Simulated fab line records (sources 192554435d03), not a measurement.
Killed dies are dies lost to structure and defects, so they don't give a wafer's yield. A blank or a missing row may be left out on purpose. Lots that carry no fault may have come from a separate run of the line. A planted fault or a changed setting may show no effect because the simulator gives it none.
Chamber matching || flow n5Finfet || N5_BEOL_M0_SAQP_PECVD_03 on pecvd-03 has 3 sister chambers
The step deposits SiCN from 3MS/NH3, target thk 12 nm, time 21.1 s. 6 wafers are shown with their chamber, then 11 later ones without.

WAFERS, EACH WITH ITS CHAMBER
{"wafer": "L082.5", "chamber": 2, "throttleValvePct (%)": 8.7, "showerheadPlenumPTorr (Torr)": 3.661}
{"wafer": "L083.4", "chamber": 2, "throttleValvePct (%)": 8.7, "showerheadPlenumPTorr (Torr)": 3.654}
{"wafer": "L084.3", "chamber": 1, "throttleValvePct (%)": 9.8, "showerheadPlenumPTorr (Torr)": 3.669}
{"wafer": "L084.4", "chamber": 0, "throttleValvePct (%)": 9.2, "showerheadPlenumPTorr (Torr)": 3.660}
{"wafer": "L084.5", "chamber": 1, "throttleValvePct (%)": 10.1, "showerheadPlenumPTorr (Torr)": 3.662}
{"wafer": "L089.4", "chamber": 0, "throttleValvePct (%)": 9.3, "showerheadPlenumPTorr (Torr)": 3.650}

WAFERS WHOSE CHAMBER IS MISSING
{"wafer": "L089.5", "throttleValvePct (%)": 8.6, "showerheadPlenumPTorr (Torr)": 3.657}
{"wafer": "L089.6", "throttleValvePct (%)": 10.2, "showerheadPlenumPTorr (Torr)": 3.675}
{"wafer": "L090.1", "throttleValvePct (%)": 9.8, "showerheadPlenumPTorr (Torr)": 3.664}
{"wafer": "L090.3", "throttleValvePct (%)": 9.3, "showerheadPlenumPTorr (Torr)": 3.657}
{"wafer": "L090.5", "throttleValvePct (%)": 9.4, "showerheadPlenumPTorr (Torr)": 3.658}
{"wafer": "L092.2", "throttleValvePct (%)": 10.0, "showerheadPlenumPTorr (Torr)": 3.666}
{"wafer": "L092.3", "throttleValvePct (%)": 8.9, "showerheadPlenumPTorr (Torr)": 3.661}
{"wafer": "L092.6", "throttleValvePct (%)": 9.4, "showerheadPlenumPTorr (Torr)": 3.666}
{"wafer": "L093.2", "throttleValvePct (%)": 9.4, "showerheadPlenumPTorr (Torr)": 3.662}
{"wafer": "L093.3", "throttleValvePct (%)": 10.0, "showerheadPlenumPTorr (Torr)": 3.666}
{"wafer": "L093.5", "throttleValvePct (%)": 9.7, "showerheadPlenumPTorr (Torr)": 3.650}

THE CHAMBER EACH PASSED THROUGH
{"wafer": "L089.5", "from the rows above": 2, "in truth": 2}
{"wafer": "L089.6", "from the rows above": 1, "in truth": 1}
{"wafer": "L090.1", "from the rows above": 1, "in truth": 1}
{"wafer": "L090.3", "from the rows above": 0, "in truth": 0}
{"wafer": "L090.5", "from the rows above": 0, "in truth": 0}
{"wafer": "L092.2", "from the rows above": 1, "in truth": 1}
{"wafer": "L092.3", "from the rows above": "can't be placed: 2 or 0", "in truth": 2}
{"wafer": "L092.6", "from the rows above": 0, "in truth": 0}
{"wafer": "L093.2", "from the rows above": 0, "in truth": 0}
{"wafer": "L093.3", "from the rows above": 1, "in truth": 1}
{"wafer": "L093.5", "from the rows above": "can't be placed: 1 or 0", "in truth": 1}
Correctly placed: 9 of 11. Unplaceable from these rows: 2, with the true chamber sitting among the candidates in 2. Placed wrongly: 0.
How it was worked out, from the rows above alone: a wafer's distance from a chamber is the root of the sum, over the readings, of the square of ((its reading less the chamber's mean) divided by the reading's scatter). If the next closest chamber is less than 2 further off than the closest, the wafer can't be placed; otherwise it belongs to the closest. Each chamber's mean is taken over the wafers shown for it. The scatter: the root of (the sum of the squares of (reading less its chamber's mean) over the shown wafers, divided by (wafers less chambers)).
